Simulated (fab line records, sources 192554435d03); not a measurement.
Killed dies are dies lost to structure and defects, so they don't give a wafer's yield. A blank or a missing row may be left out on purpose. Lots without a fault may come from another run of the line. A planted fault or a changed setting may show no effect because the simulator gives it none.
A struck lot beside a sound one | flow n5_finfet | 38 steps out of a route of 1938
Sound: wafers L374.2, L374.4, L374.5. Struck: wafer L381.3. (L381.5, L381.6 of the same lot were not struck and are left out.) The cause comes at the end.
At each step with rows: each side's tool, then ch and its chambers, then its first start. Under that, the readings that differ: sound wafers | struck wafers | difference of the means | sigmas: that difference in standard deviations of wafers without a fault.
alike: readings whose means differ by less than 2 such deviations, and words and numbers that are the same on both sides. not compared: withheld readings, readings that some wafer has no value for, bounds like >300 that may hide the same value, and numbers for which the record gives no deviation and whose values overlap.
The two part at a step that has a row with sigmas, a row that says differs or no value, or rows on one side only. Numbers that don't overlap but have no deviation are shown without sigmas and don't part them. A reading that every wafer of one side lacks parts them only if that side has two wafers or more.

first, 9 steps without rows for these wafers: N5_BEOL_M2_ANNEAL_95 (time 240 s); N5_BEOL_M2_SPUTTER_96 (material Cu, target thk 4.5 nm, time 8.29 s); N5_BEOL_M2_ECD_50 (material Cu, target thk 300 nm); N5_BEOL_M2_ANNEAL_51 (time 90 s); N5_BEOL_M2_CMP_52 (polishes, stops on SiOC, t overpolish 6.8 s, target thk 40 nm); N5_BEOL_M2_PRE_CLEAN_60 (time 15 s); N5_BEOL_M2_CO_CAP_55 (material Co, precursor CCTBA/H2, target thk 2 nm, time 102.1 s); N5_BEOL_M2_PRE_CLEAN_56 (time 15 s); N5_BEOL_M2_DEP_57 (deposits SiCN from 3MS/NH3, target thk 8 nm, time 14 s).
N5_BEOL_M3_ILD_DEP_00: deposits SiOC from DEMS/O2, target thk 79 nm, time 15.3 s.
  sound on pecvd-04 ch 1,2, day 9 05:19; struck on pecvd-04 ch 0, day 11 05:40
  reading                                      | sound          | struck | difference | sigmas
  throttle_valve_pct (%)                       | 11.4 11.0 11.4 | 13.2   | +1.9       | +2
  model.SiOC_of_BEOL_M3_ILD_DEP_00.thk_nm (nm) | 76.8 78.6 78.8 | 103.4  | +25.3      |
  alike: heater_power_w, showerhead_plenum_p_Torr
N5_BEOL_M3_THK_MEAS_01:
  sound on film_metro-01, day 9 05:22; struck on film_metro-02, day 11 05:44
  reading         | sound          | struck | difference | sigmas
  M3_ILD_THK (nm) | 76.8 78.6 78.8 | 103.3  | +25.2      | +27
then, 24 steps without rows for these wafers: N5_BEOL_M3_PECVD_72 (deposits SiO2 from TEOS/O2, target thk 16 nm, time 18 s); N5_BEOL_M3_HM_DEP_02 (deposits TiN, target thk 20 nm); N5_BEOL_M3_COAT_61 (time 60 s, resist thk 60 nm); N5_BEOL_M3_COAT_62 (time 60 s, resist thk 12 nm); N5_BEOL_M3_COAT_73 (time 60 s, resist thk 5 nm); N5_BEOL_M3_COAT_05 (resist thk 30 nm); N5_BEOL_M3_EBR_07; N5_BEOL_M3_SOFTBAKE_06 (time 60 s); N5_BEOL_M3_EXPOSE_08 (exposes mask M3); N5_BEOL_M3_PEB_09 (peb time 60 s); N5_BEOL_M3_DEVELOP_10 (develop time 30 s); N5_BEOL_M3_DESCUM_16 (chemistry O2, time 7 s); N5_BEOL_M3_ETCH_74 (etches underlayer in N2/H2, target depth 6.5 nm, time 5.2 s); N5_BEOL_M3_ETCH_63 (etches SiARC in CF4, target depth 15.6 nm, time 26 s); N5_BEOL_M3_ETCH_64 (etches SOC in N2/H2, target depth 75 nm, overetch 15 nm, time 112.5 s); N5_BEOL_M3_STRIP_65 (strips in N2/H2); N5_BEOL_M3_STRIP_75 (strips in N2/H2); N5_BEOL_M3_STRIP_66 (strips in CF4); N5_BEOL_M3_HM_OPEN_17 (chemistry Cl2/BCl3, target TiN, target depth 20 nm, overetch 6 nm); N5_BEOL_M3_STRIP_19 (strips in O2); N5_BEOL_M3_COAT_67 (time 60 s, resist thk 60 nm); N5_BEOL_M3_COAT_68 (time 60 s, resist thk 12 nm); N5_BEOL_M3_COAT_76 (time 60 s, resist thk 5 nm); N5_BEOL_M3_COAT_22 (resist thk 30 nm).
N5_BEOL_M3_CMP_52: polishes, stops on SiOC, t overpolish 6.8 s, target thk 40 nm.
  sound on cmp-02 ch 0,1, day 10 02:20; struck on cmp-02 ch 0, day 11 15:57
  reading                                      | sound          | struck | difference | sigmas
  model.SiOC_of_BEOL_M3_ILD_DEP_00.thk_nm (nm) | 73.8 75.6 75.8 | 100.4  | +25.3      |
  model.Cu_of_BEOL_M3_ECD_50.thk_nm (nm)       | 37.2 38.6 39.4 | 64     | +26        |
  alike: motor_current_A
N5_BEOL_M4_RC_MEAS_101:
  sound on prober-02 ch 0, day 10 15:51; struck on prober-01 ch 0, day 11 23:13
  reading       | sound          | struck | difference | sigmas
  DIBL_P (mV/V) | 35.3 34.0 36.2 | 39.3   | +4.1       | +2
  alike: DIBL_N, IOFF_N, IOFF_P, ION_N, ION_P, SS_N, SS_P, VT_N, VT_P
  not compared: CHAIN_V2, CHAIN_V2_max_site
-- the record jumps here: 4 days lie between the struck wafers' starts before and after (it left off in module BEOL_M4 and takes up again in module PASSIVATION, whose first step shown is number 1936 of the route) --
N5_PASSIVATION_PROBE_49:
  the record has rows for the struck wafers here (prober-01, day 16 09:41) and none for the sound ones

WHERE THEY PART
First at N5_BEOL_M3_ILD_DEP_00; last, within this record, at N5_PASSIVATION_PROBE_49.

WHY: what the simulator had put in
Process parameter drift: pecvd-04, from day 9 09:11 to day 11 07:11, at N5_BEOL_M3_ILD_DEP_00. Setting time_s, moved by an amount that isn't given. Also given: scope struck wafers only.
